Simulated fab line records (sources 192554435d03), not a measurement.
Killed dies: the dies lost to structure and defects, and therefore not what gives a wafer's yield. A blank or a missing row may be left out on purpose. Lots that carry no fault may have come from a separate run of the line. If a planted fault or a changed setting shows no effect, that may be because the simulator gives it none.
Which tool did it? :: flow n5_finfet :: Sampling: 10 lots, 27 wafers, 6 of 1938 route steps

WHAT THE GAUGES SHOWED, per wafer
N5_BEOL_M6_OVL_MEAS_12. Usual: M6_OVL -0.3 nm, standard deviation 0.8.
lot: L428
measured: day 9 01:41
on: overlay-01
M6_OVL (nm): -0.3 0.3 0.9
flag: 

lot: L429
measured: day 9 06:38
on: overlay-01
M6_OVL (nm): -0.9 -0.4 -0.5
flag: 

lot: L434
measured: day 10 11:29
on: overlay-02
M6_OVL (nm): -0.3 -0.5
flag: 

lot: L435
measured: day 10 11:49
on: overlay-02
M6_OVL (nm): 0.1 -0.4
flag: 

lot: L433
measured: day 10 14:56
on: overlay-02
M6_OVL (nm): 0.0 -0.1
flag: 

lot: L437
measured: day 11 03:09
on: overlay-02
M6_OVL (nm): 1.0 0.5 -0.2
flag: 

lot: L438
measured: day 11 21:17
on: overlay-02
M6_OVL (nm): -1.5 -2.7 -1.4
flag: 

lot: L441
measured: day 12 12:14
on: overlay-02
M6_OVL (nm): -1.2 -1.2 -1.1
flag: 

lot: L443
measured: day 12 18:03
on: overlay-02
M6_OVL (nm): 0.4 0.2 -0.6
flag: 

lot: L447
measured: day 13 19:02
on: overlay-01
M6_OVL (nm): -1.3 -0.6 -0.9
flag: 

N5_BEOL_M6_INSPECT_13: inspects for defects (brightfield). Usual: raw_defect_count 391, standard deviation 90.
lot: L428
measured: day 9 01:42
on: defect_inspect-01
raw_defect_count: 265 420 688
flag: 

lot: L429
measured: day 9 06:40
on: defect_inspect-02
raw_defect_count: 277 327 298
flag: 

lot: L434
measured: day 10 11:31
on: defect_inspect-01
raw_defect_count: 448 532
flag: 

lot: L435
measured: day 10 11:50
on: defect_inspect-02
raw_defect_count: 394 384
flag: 

lot: L433
measured: day 10 14:57
on: defect_inspect-01
raw_defect_count: 416 329
flag: 

lot: L437
measured: day 11 03:11
on: defect_inspect-02
raw_defect_count: 395 389 347
flag: 

lot: L438
measured: day 11 21:19
on: defect_inspect-02
raw_defect_count: 413 482 368
flag: 

lot: L441
measured: day 12 12:16
on: defect_inspect-01
raw_defect_count: 442 447 459
flag: 

lot: L443
measured: day 12 18:05
on: defect_inspect-02
raw_defect_count: 430 436 423
flag: 

lot: L447
measured: day 13 19:03
on: defect_inspect-01
raw_defect_count: 373 380 310
flag: 

N5_BEOL_M6_CD_MEAS_18: pitch 80 nm, target cd 40 nm. Usual: cd_nm 39.6 nm, standard deviation 0.77.
lot: L428
measured: day 9 02:11
on: cd_sem-01
cd_nm (nm): 40.3 39.4 41.1
flag: 

lot: L429
measured: day 9 07:10
on: cd_sem-03
cd_nm (nm): 40.1 39.1 39.0
flag: 

lot: L434
measured: day 10 12:07
on: cd_sem-03
cd_nm (nm): 39.6 39.9
flag: 

lot: L435
measured: day 10 12:23
on: cd_sem-02
cd_nm (nm): 38.3 39.4
flag: 

lot: L433
measured: day 10 15:51
on: cd_sem-03
cd_nm (nm): 40.2 39.9
flag: 

lot: L437
measured: day 11 03:48
on: cd_sem-02
cd_nm (nm): 39.5 39.5 40.3
flag: 

lot: L438
measured: day 11 21:55
on: cd_sem-01
cd_nm (nm): 40.0 40.3 40.5
flag: 

lot: L441
measured: day 12 12:50
on: cd_sem-03
cd_nm (nm): 39.0 40.5 39.8
flag: 

lot: L443
measured: day 12 19:16
on: cd_sem-03
cd_nm (nm): 40.0 40.0 41.2
flag: 

lot: L447
measured: day 13 19:32
on: cd_sem-01
cd_nm (nm): 38.8 43.3 40.7
flag: 

WHAT TOOL EACH LOT RAN ON (gives the tool, then ch and the chambers of the sampled wafers, and finally the start)
lot: L428
N5_BEOL_M5_DEP_56: pecvd-02 ch 0,1,2, day 8 22:14
N5_BEOL_M6_ETCH_62: rie_diel-02 ch 1,2,3, day 9 01:49
N5_BEOL_M6_HM_OPEN_17: rie_metal-01 ch 0,1, day 9 02:01

lot: L429
N5_BEOL_M5_DEP_56: pecvd-02 ch 1,2, day 9 04:38
N5_BEOL_M6_ETCH_62: rie_diel-02 ch 0,2,3, day 9 06:47
N5_BEOL_M6_HM_OPEN_17: rie_metal-03 ch 0,1, day 9 07:00

lot: L434
N5_BEOL_M5_DEP_56: pecvd-02 ch 0, day 10 08:01
N5_BEOL_M6_ETCH_62: rie_diel-04 ch 0,2, day 10 11:45
N5_BEOL_M6_HM_OPEN_17: rie_metal-01 ch 0, day 10 11:56

lot: L435
N5_BEOL_M5_DEP_56: pecvd-04 ch 1, day 10 09:41
N5_BEOL_M6_ETCH_62: rie_diel-02 ch 0, day 10 11:58
N5_BEOL_M6_HM_OPEN_17: rie_metal-01 ch 0,1, day 10 12:14

lot: L433
N5_BEOL_M5_DEP_56: pecvd-01 ch 0,1, day 10 11:37
N5_BEOL_M6_ETCH_62: rie_diel-04 ch 0,3, day 10 15:28
N5_BEOL_M6_HM_OPEN_17: rie_metal-01 ch 1, day 10 15:38

lot: L437
N5_BEOL_M5_DEP_56: pecvd-01 ch 0,1, day 11 01:09
N5_BEOL_M6_ETCH_62: rie_diel-04 ch 0,3, day 11 03:20
N5_BEOL_M6_HM_OPEN_17: rie_metal-02 ch 1, day 11 03:34

lot: L438
N5_BEOL_M5_DEP_56: pecvd-04 ch 0,1,2, day 11 17:10
N5_BEOL_M6_ETCH_62: rie_diel-04 ch 0,2,3, day 11 21:30
N5_BEOL_M6_HM_OPEN_17: rie_metal-01 ch 0, day 11 21:43

lot: L441
N5_BEOL_M5_DEP_56: pecvd-02 ch 0,1, day 12 11:02
N5_BEOL_M6_ETCH_62: rie_diel-02 ch 1,2,3, day 12 12:27
N5_BEOL_M6_HM_OPEN_17: rie_metal-01 ch 0,1, day 12 12:40

lot: L443
N5_BEOL_M5_DEP_56: pecvd-02 ch 0,2, day 12 16:08
N5_BEOL_M6_ETCH_62: rie_diel-04 ch 0,2,3, day 12 18:44
N5_BEOL_M6_HM_OPEN_17: rie_metal-03 ch 0,1, day 12 18:55

lot: L447
N5_BEOL_M5_DEP_56: pecvd-01 ch 0,2, day 13 17:26
N5_BEOL_M6_ETCH_62: rie_diel-04 ch 0,2,3, day 13 19:11
N5_BEOL_M6_HM_OPEN_17: rie_metal-03 ch 0,1, day 13 19:22
- N5_BEOL_M5_DEP_56: deposits SiCN from 3MS/NH3, target thk 8 nm, time 14 s.
- N5_BEOL_M6_ETCH_62: etches SOC in N2/H2, target depth 110 nm, overetch 22 nm, time 165 s.
- N5_BEOL_M6_HM_OPEN_17: chemistry Cl2/BCl3, target TiN, target depth 20 nm, overetch 6 nm.

AS READ BY THE TOOLS THEMSELVES (means over the sampled wafers that have a number; for cases with no such wafer, the mark the record gives instead)
N5_BEOL_M5_DEP_56. Usual: showerhead_plenum_p_Torr 3.657 Torr, standard deviation 0.01; showerhead_vpp_V 880 V, standard deviation 38; throttle_valve_pct 9.4 %, standard deviation 0.66.
lot: L428
tool: pecvd-02
showerhead_plenum_p_Torr (Torr): 3.657
showerhead_vpp_V (V): 890
throttle_valve_pct (%): 9.6
flag: 

lot: L429
tool: pecvd-02
showerhead_plenum_p_Torr (Torr): 3.662
showerhead_vpp_V (V): 907
throttle_valve_pct (%): 9.6
flag: 

lot: L434
tool: pecvd-02
showerhead_plenum_p_Torr (Torr): 3.657
showerhead_vpp_V (V): 880
throttle_valve_pct (%): 9.9
flag: 

lot: L435
tool: pecvd-04
showerhead_plenum_p_Torr (Torr): 3.657
showerhead_vpp_V (V): 877
throttle_valve_pct (%): 9.7
flag: 

lot: L433
tool: pecvd-01
showerhead_plenum_p_Torr (Torr): 3.663
showerhead_vpp_V (V): 874
throttle_valve_pct (%): 9.4
flag: 

lot: L437
tool: pecvd-01
showerhead_plenum_p_Torr (Torr): 3.659
showerhead_vpp_V (V): 855
throttle_valve_pct (%): 9.2
flag: 

lot: L438
tool: pecvd-04
showerhead_plenum_p_Torr (Torr): 3.645
showerhead_vpp_V (V): 869
throttle_valve_pct (%): 9.0
flag: 

lot: L441
tool: pecvd-02
showerhead_plenum_p_Torr (Torr): 3.653
showerhead_vpp_V (V): 912
throttle_valve_pct (%): 9.9
flag: 

lot: L443
tool: pecvd-02
showerhead_plenum_p_Torr (Torr): 3.655
showerhead_vpp_V (V): 874
throttle_valve_pct (%): 9.6
flag: 

lot: L447
tool: pecvd-01
showerhead_plenum_p_Torr (Torr): 3.655
showerhead_vpp_V (V): 835
throttle_valve_pct (%): 8.9
flag: 

N5_BEOL_M6_ETCH_62. Usual: drypump_motor_current_A 5.5 A, standard deviation 0.46; h2_flow_sccm 200.0 sccm, standard deviation 0.55; oes_product_au 0.66 a.u., standard deviation 0.058; rf_vpp_V 524.7 V, standard deviation 2.4; showerhead_plenum_p_Torr 2.58 Torr, standard deviation 0.094; throttle_valve_pct 17.92 %, standard deviation 0.15.
lot: L428
tool: rie_diel-02
drypump_motor_current_A (A): 5.3
h2_flow_sccm (sccm): 199.8
oes_product_au (a.u.): 0.67
rf_vpp_V (V): 526.1
showerhead_plenum_p_Torr (Torr): 2.62
throttle_valve_pct (%): 17.94
flag: 

lot: L429
tool: rie_diel-02
drypump_motor_current_A (A): 5.6
h2_flow_sccm (sccm): 199.1
oes_product_au (a.u.): 0.68
rf_vpp_V (V): 524.1
showerhead_plenum_p_Torr (Torr): 2.58
throttle_valve_pct (%): 17.93
flag: 

lot: L434
tool: rie_diel-04
drypump_motor_current_A (A): 5.2
h2_flow_sccm (sccm): 199.9
oes_product_au (a.u.): 0.78
rf_vpp_V (V): 527.1
showerhead_plenum_p_Torr (Torr): 2.68
throttle_valve_pct (%): 17.89
flag: 

lot: L435
tool: rie_diel-02
drypump_motor_current_A (A): 6.2
h2_flow_sccm (sccm): 200.2
oes_product_au (a.u.): 0.66
rf_vpp_V (V): 521.5
showerhead_plenum_p_Torr (Torr): 2.42
throttle_valve_pct (%): 17.82
flag: 

lot: L433
tool: rie_diel-04
drypump_motor_current_A (A): 5.5
h2_flow_sccm (sccm): 200.8
oes_product_au (a.u.): 0.70
rf_vpp_V (V): 525.6
showerhead_plenum_p_Torr (Torr): 2.68
throttle_valve_pct (%): 17.80
flag: 

lot: L437
tool: rie_diel-04
drypump_motor_current_A (A): 5.6
h2_flow_sccm (sccm): 200.1
oes_product_au (a.u.): 0.73
rf_vpp_V (V): 526.5
showerhead_plenum_p_Torr (Torr): 2.69
throttle_valve_pct (%): 17.76
flag: 

lot: L438
tool: rie_diel-04
drypump_motor_current_A (A): 5.3
h2_flow_sccm (sccm): 199.7
oes_product_au (a.u.): 0.69
rf_vpp_V (V): 526.2
showerhead_plenum_p_Torr (Torr): 2.65
throttle_valve_pct (%): 17.93
flag: 

lot: L441
tool: rie_diel-02
drypump_motor_current_A (A): 5.3
h2_flow_sccm (sccm): 199.8
oes_product_au (a.u.): 0.65
rf_vpp_V (V): 525.2
showerhead_plenum_p_Torr (Torr): 2.61
throttle_valve_pct (%): 17.98
flag: 

lot: L443
tool: rie_diel-04
drypump_motor_current_A (A): 5.3
h2_flow_sccm (sccm): 199.6
oes_product_au (a.u.): 0.69
rf_vpp_V (V): 526.5
showerhead_plenum_p_Torr (Torr): 2.65
throttle_valve_pct (%): 17.94
flag: 

lot: L447
tool: rie_diel-04
drypump_motor_current_A (A): 5.4
h2_flow_sccm (sccm): 200.2
oes_product_au (a.u.): 0.61
rf_vpp_V (V): 525.0
showerhead_plenum_p_Torr (Torr): 2.64
throttle_valve_pct (%): 17.95
flag: 

N5_BEOL_M6_HM_OPEN_17. Usual: drypump_motor_current_A 5.3 A, standard deviation 0.58; he_backside_leak_sccm 3.42 sccm, standard deviation 0.29; oes_product_au 0.64 a.u., standard deviation 0.051; throttle_valve_pct 22.23 %, standard deviation 0.12.
lot: L428
tool: rie_metal-01
drypump_motor_current_A (A): 5.3
he_backside_leak_sccm (sccm): 3.56
oes_product_au (a.u.): 0.66
throttle_valve_pct (%): 22.23
flag: 

lot: L429
tool: rie_metal-03
drypump_motor_current_A (A): 5.1
he_backside_leak_sccm (sccm): 3.47
oes_product_au (a.u.): 0.66
throttle_valve_pct (%): 22.26
flag: 

lot: L434
tool: rie_metal-01
drypump_motor_current_A (A): 6.3
he_backside_leak_sccm (sccm): 3.73
oes_product_au (a.u.): 0.60
throttle_valve_pct (%): 22.32
flag: 

lot: L435
tool: rie_metal-01
drypump_motor_current_A (A): 5.5
he_backside_leak_sccm (sccm): 3.56
oes_product_au (a.u.): 0.64
throttle_valve_pct (%): 22.26
flag: 

lot: L433
tool: rie_metal-01
drypump_motor_current_A (A): 4.8
he_backside_leak_sccm (sccm): 3.37
oes_product_au (a.u.): 0.68
throttle_valve_pct (%): 22.19
flag: 

lot: L437
tool: rie_metal-02
drypump_motor_current_A (A): 4.8
he_backside_leak_sccm (sccm): 3.74
oes_product_au (a.u.): 0.62
throttle_valve_pct (%): 22.19
flag: 

lot: L438
tool: rie_metal-01
drypump_motor_current_A (A): 6.3
he_backside_leak_sccm (sccm): 3.69
oes_product_au (a.u.): 0.59
throttle_valve_pct (%): 22.35
flag: 

lot: L441
tool: rie_metal-01
drypump_motor_current_A (A): 5.3
he_backside_leak_sccm (sccm): 3.38
oes_product_au (a.u.): 0.64
throttle_valve_pct (%): 22.25
flag: 

lot: L443
tool: rie_metal-03
drypump_motor_current_A (A): 5.3
he_backside_leak_sccm (sccm): 3.19
oes_product_au (a.u.): 0.67
throttle_valve_pct (%): 22.17
flag: 

lot: L447
tool: rie_metal-03
drypump_motor_current_A (A): 5.3
he_backside_leak_sccm (sccm): 3.09
oes_product_au (a.u.): 0.57
throttle_valve_pct (%): 22.34
flag: 

THE ANSWER, worked out from the rows above alone
Rule: a lot is off if the mean of its wafers that have a number lies more than 3 standard deviations from the usual mean. Also off: a lot with no number at a reading for which 4 or more lots have one. Where the step has rows for the other lots, those lots are counted as sound. First the gauges in route order, then the tools' own readings, where a lot's mean is used as printed above. The first step at which some lot is off is used, and at that step the reading that is off furthest; a lot without a number counts as furthest.
Nothing can be told from this: no lot is off at any reading shown.

WHAT HAD BEEN PUT IN BY THE SIMULATOR
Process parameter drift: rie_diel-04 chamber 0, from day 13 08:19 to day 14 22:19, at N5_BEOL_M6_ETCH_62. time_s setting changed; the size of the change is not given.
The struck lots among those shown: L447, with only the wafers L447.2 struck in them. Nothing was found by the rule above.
